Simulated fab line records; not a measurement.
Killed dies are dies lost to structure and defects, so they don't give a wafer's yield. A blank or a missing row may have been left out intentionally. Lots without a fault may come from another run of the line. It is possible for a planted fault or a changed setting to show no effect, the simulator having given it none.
Matching of chambers + flow n5_finfet + uv_cure-03 running N5_BEOL_M5_CURE_80: 3 sister chambers
The step cures SiCOH lowk, time 120 s. 3 wafers are shown with their chamber, then 9 later ones without.

== WAFERS PAIRED WITH THEIR CHAMBERS ==
| wafer  | chamber | wafer_temp_C_max |
|--------|---------|------------------|
| L076.6 | 1       | 370.9            |
| L079.6 | 2       | 371.0            |
| L082.5 | 0       | 372.8            |

== WAFERS MISSING THEIR CHAMBER ==
| wafer  | wafer_temp_C_max |
|--------|------------------|
| L085.1 | 371.1            |
| L085.3 | 371.3            |
| L085.6 | 371.3            |
| L095.1 | 371.0            |
| L095.4 | 370.9            |
| L095.6 | 371.1            |
| L097.1 | 372.5            |
| L097.3 | 372.6            |
| L097.6 | 372.7            |

== WHICH CHAMBER EACH ONE RAN IN ==
| wafer  | from the rows above     | in truth |
|--------|-------------------------|----------|
| L085.1 | can't be placed: 2 or 1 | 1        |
| L085.3 | can't be placed: 2 or 1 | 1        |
| L085.6 | can't be placed: 2 or 1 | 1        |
| L095.1 | can't be placed: 2 or 1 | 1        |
| L095.4 | can't be placed: 1 or 2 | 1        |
| L095.6 | can't be placed: 2 or 1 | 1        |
| L097.1 | 0                       | 0        |
| L097.3 | 0                       | 0        |
| L097.6 | 0                       | 0        |
Placed correctly: 3 of 9. Can't be placed from these rows: 6 (the true chamber is among the candidates in 6). Placed wrongly: 0.
How it was worked out, from the rows above alone: a wafer's distance from a chamber is the root of the sum, over the readings, of the square of ((its reading less the chamber's mean) divided by the reading's scatter). If the next closest chamber is less than 2 further off than the closest, the wafer can't be placed; otherwise it belongs to the closest. A chamber's mean is the mean of its shown wafers. The scatter: root of mean squared gap, hidden wafer to nearest shown wafer, with one shown wafer a chamber.
